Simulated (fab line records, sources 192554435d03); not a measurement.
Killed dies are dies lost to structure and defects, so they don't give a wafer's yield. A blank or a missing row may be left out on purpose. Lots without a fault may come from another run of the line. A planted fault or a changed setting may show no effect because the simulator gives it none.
Problem report in the 8D (eight disciplines) form, filled by code | flow n5_finfet | the parts of the form that need people (team, actions taken, sign-off) are left out

1. THE PROBLEM
etch_rf_on_time_s at N5_BEOL_M6_ETCH_72 reads a mean of 3.27 s on 3 wafers of 2 lots; wafers without a fault read 5.12 s with a standard deviation of 0.065. That is -28 standard deviations from the usual mean.
The step: etches underlayer in N2/H2, target depth 6.5 nm, time 5.2 s.
First seen on wafer L321.6, day 12 16:14, on rie_diel-02. The record holds 30 wafers of 10 lots with a number at this step. Rule for "out", or "out of limits": more than 4 standard deviations from the usual mean. The other wafers with a number count as sound.

2. WHAT IT IS AND WHAT IT IS NOT
question                    | is                     | is not
which readings at this step | etch_rf_on_time_s      | chamber_pressure_mTorr, drypump_motor_current_A, rf_vpp_V, showerhead_plenum_p_Torr, throttle_valve_pct
which lots                  | L321, L327             | L311, L313, L317, L319, L322, L323, L331, L332
which wafers of those lots  | L321.6, L327.1, L327.2 | L321.3, L321.4, L327.4
read on which tools         | rie_diel-02            | rie_diel-01, rie_diel-06
when                        | from day 12 16:14      | up to then (17 sound wafers); but 10 sound wafers of L322, L327, L331, L332 came after

3. SUSPECTS, AND WHAT RULES EACH OUT
Counting: a tool at a process step up to the reading stays a suspect if it ran every lot that is out. Sound lots after the first of them don't rule it out here, since some wafers of a struck lot are sound.
- rie_diel-02 at N5_BEOL_M6_ETCH_72 (etches underlayer in N2/H2, target depth 6.5 nm, time 5.2 s): kept. It ran every lot that is out, first L321 (day 12 16:14); its last sound lot up to then is L323 (day 12 13:55). Its own readings are out on those wafers: etch_rf_on_time_s.
Left after counting: rie_diel-02 at N5_BEOL_M6_ETCH_72.

4. THE CAUSE (what the simulator had put in)
Process parameter drift: rie_diel-02, from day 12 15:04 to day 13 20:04, at N5_BEOL_M6_ETCH_72. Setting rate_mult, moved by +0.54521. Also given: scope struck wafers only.
Counting left only this tool.

5. THE CHAIN OF EFFECTS, in route order
Each row: a reading whose mean over the struck wafers that have a number lies more than 3 standard deviations from the usual. Only readings for which the record gives a usual standard deviation are gone through. hours: the time from each lot's start at the first step in this table that gives one to its start at this step, as a median over the lots. sigmas: the change in usual standard deviations.
hours | step               | reading           | usual  | on struck wafers | change | sigmas
0     | N5_BEOL_M6_ETCH_72 | etch_rf_on_time_s | 5.12 s | 3.27             | -1.85  | -28
The process steps in it:
- N5_BEOL_M6_ETCH_72: etches underlayer in N2/H2, target depth 6.5 nm, time 5.2 s.

6. WHAT WOULD HAVE CAUGHT IT SOONER
In this record the first reading out of limits was taken at day 12 16:14, 1 hour after the fault began at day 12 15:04.
